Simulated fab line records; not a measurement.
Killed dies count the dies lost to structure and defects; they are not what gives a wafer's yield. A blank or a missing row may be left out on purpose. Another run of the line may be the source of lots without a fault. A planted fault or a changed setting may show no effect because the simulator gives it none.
Lot-split experiment :: flow n5-finfet :: on a route of 1938 steps: 7 lots, 21 wafers read

== ON THE SPLIT ==
At N5_SD_EPI_P_EXPOSE_06 (exposes mask SD P BLK, target cd 240 nm), the setting dose-mj was moved away from the recipe's 39.5 on 9 of the 21 wafers read, by -7.2% to +4.6%. The other wafers ran this setting at the recipe's value.

== FROM THE SPLIT TO THE READING: what the file shows between them, 2 steps ==
- N5_SD_EPI_P_PEB_07: peb time 60 s
- N5_SD_EPI_P_DEVELOP_08: develop time 30 s

== THE READING ==
cd-nm (nm) at N5_SD_EPI_P_CD_MEAS_09, where the cd target is 240 nm. A value of 240.0 nm with a standard deviation of 0.91 nm is what fault-free wafers of this fab line usually give.

wafer: L074.1
tool, chamber at the split: arfi-scanner-01, 0
dose-mj as run: 39.5
against the recipe: recipe
cd-nm, nm: 238.9
against lot-mates on the recipe: -

wafer: L074.2
tool, chamber at the split: arfi-scanner-01, 0
dose-mj as run: 39.5
against the recipe: recipe
cd-nm, nm: 240.4
against lot-mates on the recipe: -

wafer: L074.3
tool, chamber at the split: arfi-scanner-01, 0
dose-mj as run: 39.5
against the recipe: recipe
cd-nm, nm: 241.0
against lot-mates on the recipe: -

wafer: L075.1
tool, chamber at the split: arfi-scanner-03, 0
dose-mj as run: 39.5
against the recipe: recipe
cd-nm, nm: 239.5
against lot-mates on the recipe: -

wafer: L075.3
tool, chamber at the split: arfi-scanner-03, 0
dose-mj as run: 39.5
against the recipe: recipe
cd-nm, nm: 240.7
against lot-mates on the recipe: -

wafer: L075.5
tool, chamber at the split: arfi-scanner-03, 0
dose-mj as run: 38.03
against the recipe: -3.7%
cd-nm, nm: 237.0
against lot-mates on the recipe: -3.1

wafer: L081.2
tool, chamber at the split: arfi-scanner-03, 0
dose-mj as run: 39.5
against the recipe: recipe
cd-nm, nm: 241.3
against lot-mates on the recipe: -

wafer: L081.3
tool, chamber at the split: arfi-scanner-03, 0
dose-mj as run: 39.5
against the recipe: recipe
cd-nm, nm: 240.7
against lot-mates on the recipe: -

wafer: L081.4
tool, chamber at the split: arfi-scanner-03, 0
dose-mj as run: 39.5
against the recipe: recipe
cd-nm, nm: 239.6
against lot-mates on the recipe: -

wafer: L084.3
tool, chamber at the split: arfi-scanner-01, 0
dose-mj as run: 39.5
against the recipe: recipe
cd-nm, nm: 240.4
against lot-mates on the recipe: -

wafer: L084.4
tool, chamber at the split: arfi-scanner-01, 0
dose-mj as run: 36.64
against the recipe: -7.2%
cd-nm, nm: 235.4
against lot-mates on the recipe: -5.0

wafer: L084.6
tool, chamber at the split: arfi-scanner-01, 0
dose-mj as run: 36.64
against the recipe: -7.2%
cd-nm, nm: 234.6
against lot-mates on the recipe: -5.8

wafer: L085.1
tool, chamber at the split: arfi-scanner-01, 0
dose-mj as run: 39.5
against the recipe: recipe
cd-nm, nm: 238.1
against lot-mates on the recipe: -

wafer: L085.2
tool, chamber at the split: arfi-scanner-01, 0
dose-mj as run: 40.27
against the recipe: +1.9%
cd-nm, nm: 240.5
against lot-mates on the recipe: +2.4

wafer: L085.6
tool, chamber at the split: arfi-scanner-01, 0
dose-mj as run: 40.27
against the recipe: +1.9%
cd-nm, nm: 241.4
against lot-mates on the recipe: +3.3

wafer: L092.2
tool, chamber at the split: arfi-scanner-01, 0
dose-mj as run: 41.33
against the recipe: +4.6%
cd-nm, nm: 241.7
against lot-mates on the recipe: +2.6

wafer: L092.3
tool, chamber at the split: arfi-scanner-01, 0
dose-mj as run: 41.33
against the recipe: +4.6%
cd-nm, nm: 242.3
against lot-mates on the recipe: +3.2

wafer: L092.5
tool, chamber at the split: arfi-scanner-01, 0
dose-mj as run: 39.5
against the recipe: recipe
cd-nm, nm: 239.1
against lot-mates on the recipe: -

wafer: L094.2
tool, chamber at the split: arfi-scanner-02, 0
dose-mj as run: 39.5
against the recipe: recipe
cd-nm, nm: 242.3
against lot-mates on the recipe: -

wafer: L094.3
tool, chamber at the split: arfi-scanner-02, 0
dose-mj as run: 37.94
against the recipe: -3.9%
cd-nm, nm: 238.8
against lot-mates on the recipe: -3.5

wafer: L094.6
tool, chamber at the split: arfi-scanner-02, 0
dose-mj as run: 37.94
against the recipe: -3.9%
cd-nm, nm: 237.5
against lot-mates on the recipe: -4.8

FIT RESULTS
A straight line over all 21 wafers: cd-nm changes by +0.598 nm for each +1% of dose-mj; r = +0.88; the points scatter about the line by 1 nm.
The same after taking each lot's own level away (the mean of its wafers on the recipe; 21 wafers): +0.8 nm for each +1%; r = +0.95; scatter 0.83 nm.
Per that fit: largest dose-mj move, reading shift of 5.8 nm.
Measured against the standard deviation above, the lots' own levels, which go from 238.10 to 242.30 nm, span 4.6 times it.
Thus the slope moves with the lot-to-lot level: the two fits are different.
Check: with one of the wafers moved furthest among these (-7.2%) left out of the fit, the line predicts -6.11 nm for it against its lot-mates. It came out at -5 nm against them.

== THE WHOLE CHAIN: every reading that the file lists as answering this split, in the file's order ==
step: N5_SD_EPI_P_CD_MEAS_09
what it does: target cd 240 nm
reading: cd-nm
change (the file's fit): +0.797 nm for each +1% of the setting
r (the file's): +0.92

step: N5_SD_EPI_P_DESCUM_14
what it does: chemistry O2, time 7.9 s
reading: SD_EPI_P.cd-nm (the simulator's own value, which no gauge read)
change (the file's fit): +0.777 nm for each +1% of the setting
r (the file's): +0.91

step: N5_SD_EPI_P_ETCH_36
what it does: etches SiARC in CF4, target depth 45.5 nm, time 75.8 s
reading: SD_EPI_P.cd-nm (the simulator's own value, which no gauge read)
change (the file's fit): +0.811 nm for each +1% of the setting
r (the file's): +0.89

step: N5_SD_EPI_P_ETCH_37
what it does: etches SOC in N2/H2, overetch 108 nm, time 486 s
reading: SD_EPI_P.cd-nm (the simulator's own value, which no gauge read)
change (the file's fit): +0.742 nm for each +1% of the setting
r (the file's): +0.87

step: N5_SD_EPI_P_ETCHBACK_46
what it does: etches SiNx in CH3F/O2, stops on SiO2, target depth 17.5 nm
reading: SD_EPI_P.cd-nm (the simulator's own value, which no gauge read)
change (the file's fit): +0.734 nm for each +1% of the setting
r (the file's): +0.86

step: N5_SD_EPI_P_ETCH_16
what it does: etches SiO2 in CHF3/O2, target depth 5 nm
reading: SD_EPI_P.cd-nm (the simulator's own value, which no gauge read)
change (the file's fit): +0.753 nm for each +1% of the setting
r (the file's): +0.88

== THE FILE'S OWN FIT ==
cd-nm changes by +0.797 nm for each +1% of dose-mj, r = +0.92.
